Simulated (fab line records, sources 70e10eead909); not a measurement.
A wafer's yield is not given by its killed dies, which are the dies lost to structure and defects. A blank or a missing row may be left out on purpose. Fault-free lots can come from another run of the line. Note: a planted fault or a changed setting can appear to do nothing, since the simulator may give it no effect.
A struck lot beside a sound one + flow nand-harc + 13 steps out of a route of 1159
Sound: the wafers L276.1, L276.2, L276.6. Struck: wafer L287.1 (left out: L287.2, L287.3 of the same lot, which were not struck); the cause appears at the end.
Order at every step that has rows: each side's tool, ch and its chambers, its first start. Under that, the readings that differ: sound wafers + struck wafers + difference of the means + sigmas: that difference in standard deviations of wafers without a fault.
alike: words and numbers the same on both sides, and readings whose means are apart by under 2 such deviations; not compared: readings that were withheld, readings missing a value for some wafer, numbers with overlapping values and no deviation given by the record, and bounds like >300 which may hide the same value.
A row with sigmas, a row that says differs or no value, or rows on one side alone: a step with any of these is where the two part. When numbers do not overlap yet have no deviation, they are printed without sigmas and do not part them. Lack of a reading on every wafer of one side parts them only where that side has two or more wafers.

first, 1 step without rows for these wafers: NHARC_A_SLIT_SRD_20.
NHARC_A_SLIT_CD_MEAS_21:
  sound on cd-sem-03 at day 15 16:28; struck on cd-sem-01 at day 17 16:56
  alike: cd-nm
then, 3 steps without rows for these wafers: NHARC_A_SIN_REMOVE_WET_00 (chemistry H3PO4, time 15300 s); NHARC_A_SIN_REMOVE_PRECLEAN_01 (cleans in SC1); NHARC_A_SIN_REMOVE_SRD_02.
NHARC_A_SIN_REMOVE_INSPECT_04:
  sound on defect-inspect-01 at day 15 23:16; struck on defect-inspect-02 at day 18 00:39
| reading          | sound       | struck | difference | sigmas |
|------------------|-------------|--------|------------|--------|
| raw-defect-count | 293 303 240 | 453    | +174       | +2     |
NHARC_A_WL_FILL_ALD_00: deposits Al2O3, target thk 3 nm, pulse time 3 s, ald cycles 30.
  sound on ald-hk-02 ch 1,2,3, day 15 23:21; struck on ald-hk-02 ch 0, day 18 00:43
  alike: heater-power-w, precursor-pulse-height-rel
NHARC_A_WL_FILL_RTA_01: time 5 s.
  sound on rtp-anneal-01 ch 0, day 15 23:36; struck on rtp-anneal-01 ch 0, day 18 00:59
  alike: lamp-power-pct, lamp_zone_7_pct, wafer_temp_C_max
NHARC_A_WL_FILL_ALD_02: deposits TiN, target thk 2 nm, pulse time 3 s, ald cycles 100.
  sound on ald-metal-04 ch 1,2,3, day 15 23:51; struck on ald-metal-03 ch 3, day 18 01:14
| reading            | sound         | struck | difference | sigmas |
|--------------------|---------------|--------|------------|--------|
| heater-power-w (W) | 1087 1017 911 | 797    | -208       | -2     |
  alike: precursor-pulse-height-rel
NHARC_A_WL_FILL_CVD_03: deposits W, target thk 40 nm, time 3302 s.
  sound on cvd-w-02 ch 0,1, day 16 03:18; struck on cvd-w-01 ch 1, day 18 05:33
  alike: heater-power-w, throttle-valve-pct
NHARC_A_WL_FILL_ETCHBACK_04: etches the open film in NF3, target depth 60 nm, time 120 s.
  sound on rie-metal-03 ch 0,1, day 16 06:35; struck on rie-metal-03 ch 0, day 18 08:52
| reading          | sound             | struck | difference | sigmas      |
|------------------|-------------------|--------|------------|-------------|
| run-length-s (s) | 140.8 140.6 141.0 | 61.6   | -79.2      | -99 or more |
  alike: chamber-pressure-mTorr, drypump-motor-current-A, oes-product-au
  not compared: rf-hours-counter-h
NHARC_A_WL_FILL_ETCHBACK_05: etches the open film in Cl2/BCl3, target depth 22 nm, time 60 s.
  sound on rie-metal-03 ch 0,1, day 16 06:49; struck on rie-metal-03 ch 0, day 18 09:07
  alike: chamber-pressure-mTorr, drypump-motor-current-A, oes-product-au, run-length-s
  not compared: rf-hours-counter-h
-- record jumps: 4 days between struck wafers' starts before vs after; left off in module A_WL_FILL, resumes in module END, first step shown is number 1159 of the route --
NHARC_END_SORT_01:
  sound on prober-01 ch 0, day 20 07:41; struck on prober-01 ch 0, day 22 14:46
| reading         | sound    | struck                   | difference                   | sigmas |
|-----------------|----------|--------------------------|------------------------------|--------|
| hold            | - - -    | await-dispo/4.8h/release | no value on the sound wafers |        |
| killed-at-array | 24 20 29 | 670                      | +646                         | +69    |
| killed-at-other | 1 0 1    | 4                        | +3                           | +3     |
| killed-dies     | 26 22 34 | 677                      | +650                         | +72    |
| killed-short    | 1 1 1    | 6                        | +5                           | +4     |
  alike: killed-at-periphery, killed-open

WHERE THEY PART
Earliest at NHARC_A_SIN_REMOVE_INSPECT_04; latest, in this record, at NHARC_END_SORT_01.

WHY: the cause the simulator had injected
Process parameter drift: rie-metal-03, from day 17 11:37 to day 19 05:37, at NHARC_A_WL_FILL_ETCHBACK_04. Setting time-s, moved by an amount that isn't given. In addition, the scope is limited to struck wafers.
